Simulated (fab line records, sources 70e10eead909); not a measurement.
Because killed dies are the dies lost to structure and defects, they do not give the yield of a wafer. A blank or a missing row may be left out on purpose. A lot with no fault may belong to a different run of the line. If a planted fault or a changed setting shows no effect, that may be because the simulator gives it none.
Chamber matching	flow nandHarc	pecvd-03 running NHARC_A_STAIRCASE_DEP_280: 3 sister chambers
The step deposits SiON, target thk 30 nm. 3 wafers are shown with their chamber, then 10 later ones without.

EACH WAFER AND ITS CHAMBER
wafer	chamber	heaterPowerW (W)
L085.2	2	932
L089.2	1	820
L089.4	0	774

WAFERS MISSING THEIR CHAMBER
wafer	heaterPowerW (W)
L089.5	891
L094.2	761
L094.4	847
L094.6	788
L097.2	855
L097.4	859
L097.6	845
L096.1	808
L096.2	903
L096.3	806

THE CHAMBER EACH PASSED THROUGH
wafer	from the rows above	in truth
L089.5	can't be placed: 2 or 1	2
L094.2	can't be placed: 0 or 1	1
L094.4	can't be placed: 1 or 0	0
L094.6	can't be placed: 0 or 1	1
L097.2	can't be placed: 1 or 2 or 0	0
L097.4	can't be placed: 1 or 2 or 0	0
L097.6	can't be placed: 1 or 0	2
L096.1	can't be placed: 1 or 0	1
L096.2	can't be placed: 2 or 1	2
L096.3	can't be placed: 1 or 0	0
0 of 10 placed correctly. Cannot be placed on the basis of these rows: 10; the candidates contain the true chamber in 9. 0 placed wrongly.
How it was worked out, from the rows above alone: a wafer's distance from a chamber is the root of the sum, over the readings, of the square of ((its reading less the chamber's mean) divided by the reading's scatter). The wafer belongs to the nearest chamber; if the next one is less than 2 further off, it can't be placed. Each chamber's mean is taken over the wafers shown for it. The scatter: root of mean squared gap, hidden wafer to nearest shown wafer, with one shown wafer a chamber.
